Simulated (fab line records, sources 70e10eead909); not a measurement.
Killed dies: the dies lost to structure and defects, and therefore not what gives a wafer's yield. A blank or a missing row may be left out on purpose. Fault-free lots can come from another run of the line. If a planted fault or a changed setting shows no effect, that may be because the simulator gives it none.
The same fault as seen by 2 desks    flow nand-harc    only its own numbers are on each desk; what lay behind them is given at the end

## FOR THE TOOL OWNER'S DESK: rie-diel-12
The tool's own readings at NHARC_A_CONTACT_ETCH_106 (etches the open film in CF4/O2, target depth 90 nm, overetch 9 nm, time 49.5 s): means of the sampled wafers that have a number, for each lot that ran on this tool. A lot is out of limits, marked OUT, if its mean lies more than 4 standard deviations from the usual mean; the brackets give that distance.
Columns: A = drypump-motor-current-A at NHARC_A_CONTACT_ETCH_106, usual 5.6 A; B = oes-product-au at NHARC_A_CONTACT_ETCH_106, usual 1.003 a.u.; C = rf-vpp-V at NHARC_A_CONTACT_ETCH_106, usual 198.3 V; D = showerhead-plenum-p-Torr at NHARC_A_CONTACT_ETCH_106, usual 1.36 Torr; E = throttle-valve-pct at NHARC_A_CONTACT_ETCH_106, usual 13.397 %
lot   first seen here  A    B                 C      D     E
L709  day 22 01:53     5.7  1.003             198.2  1.39  13.391
L710  day 22 02:28     5.8  1.007             199.8  1.40  13.405
L713  day 23 06:32     5.6  1.005             198.9  1.41  13.389
L715  day 23 20:47     5.7  1.002             197.8  1.40  13.397
L726  day 29 12:43     5.7  1.005             199.2  1.38  13.399
L727  day 29 23:18     5.6  0.957 (-4.8) OUT  199.5  1.43  13.398
This desk's finding: out of limits on L727; first on L727, day 29 23:18 (oes-product-au at NHARC_A_CONTACT_ETCH_106). L709, L710, L713, L715, L726: within limits.

## THE DEFECT DESK
Counts from the inspections along the route, per lot, as means over the sampled wafers that have a number. A lot is out of limits, marked OUT, if its mean lies more than 4 standard deviations from the usual mean; the brackets give that distance.
Columns: A = raw-defect-count at NHARC_A_CONTACT_INSPECT_71, usual 83
lot   first seen here  A
L709  day 21 21:17     82
L710  day 21 21:38     60
L713  day 23 01:59     115
L712  day 23 02:15     62
L715  day 23 16:17     99
L716  day 24 20:39     162
L718  day 25 07:55     38
L721  day 26 20:26     41
L726  day 29 08:07     143
L727  day 29 18:14     135
L730  day 30 16:08     78
L731  day 31 00:23     121
This desk's finding: nothing out of limits on any of the 12 lots.

## TAKEN TOGETHER
At day 29 23:18, on L727, the tool owner's desk was in a position to raise an alarm.
Nothing the defect desk looked at was out of limits.
The defect desk has L727 on record, within its limits.
Of the lots named, all ran NHARC_A_CONTACT_ETCH_106 on rie-diel-12.

## WHAT THE SIMULATOR PUT IN
rie-diel-12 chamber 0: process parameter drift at NHARC_A_CONTACT_ETCH_106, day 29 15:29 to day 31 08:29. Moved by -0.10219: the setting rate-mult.
Shown lots that were struck: L727.
Delay in hours, fault start to first out-of-limits reading, by desk: the tool owner's desk at 8.
